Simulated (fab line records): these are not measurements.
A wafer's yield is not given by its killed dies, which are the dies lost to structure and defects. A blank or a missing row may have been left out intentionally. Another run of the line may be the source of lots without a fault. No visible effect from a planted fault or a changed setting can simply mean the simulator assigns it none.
Chamber matching + flow nandHarc + NHARC_P_CONTACT_CMP_01 on cmp-04: 4 sister chambers
The step polishes SiO2, target thk 200 nm. 4 wafers are shown with their chamber, then 6 later ones without.

WAFERS, EACH WITH ITS CHAMBER
| wafer  | chamber | motorCurrentA (A) |
|--------|---------|-------------------|
| L079.3 | 0       | 13.7              |
| L080.4 | 2       | 11.2              |
| L084.2 | 3       | 12.2              |
| L084.4 | 1       | 11.7              |

WAFERS WITHOUT THEIR CHAMBER
| wafer  | motorCurrentA (A) |
|--------|-------------------|
| L089.1 | 10.9              |
| L089.2 | 11.5              |
| L094.1 | 12.2              |
| L094.2 | 13.4              |
| L094.4 | 12.8              |
| L094.3 | 11.6              |

CHAMBER TAKEN BY EACH
| wafer  | from the rows above          | in truth |
|--------|------------------------------|----------|
| L089.1 | can't be placed: 2 or 1      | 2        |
| L089.2 | can't be placed: 1 or 2 or 3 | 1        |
| L094.1 | can't be placed: 3 or 1      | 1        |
| L094.2 | 0                            | 0        |
| L094.4 | can't be placed: 3 or 0 or 1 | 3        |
| L094.3 | can't be placed: 1 or 2 or 3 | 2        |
Placed correctly: 1 of 6. Not placeable from these rows: 5 (in 5, the candidates include the true chamber). Placed wrongly: 0.
How it was worked out, from the rows above alone: a wafer's distance from a chamber is the root of the sum, over the readings, of the square of ((its reading less the chamber's mean) divided by the reading's scatter). If the next closest chamber is less than 2 further off than the closest, the wafer can't be placed; otherwise it belongs to the closest. For every chamber, the mean is computed from those of its wafers that are shown. The scatter: root of mean squared gap, hidden wafer to nearest shown wafer, with one shown wafer a chamber.
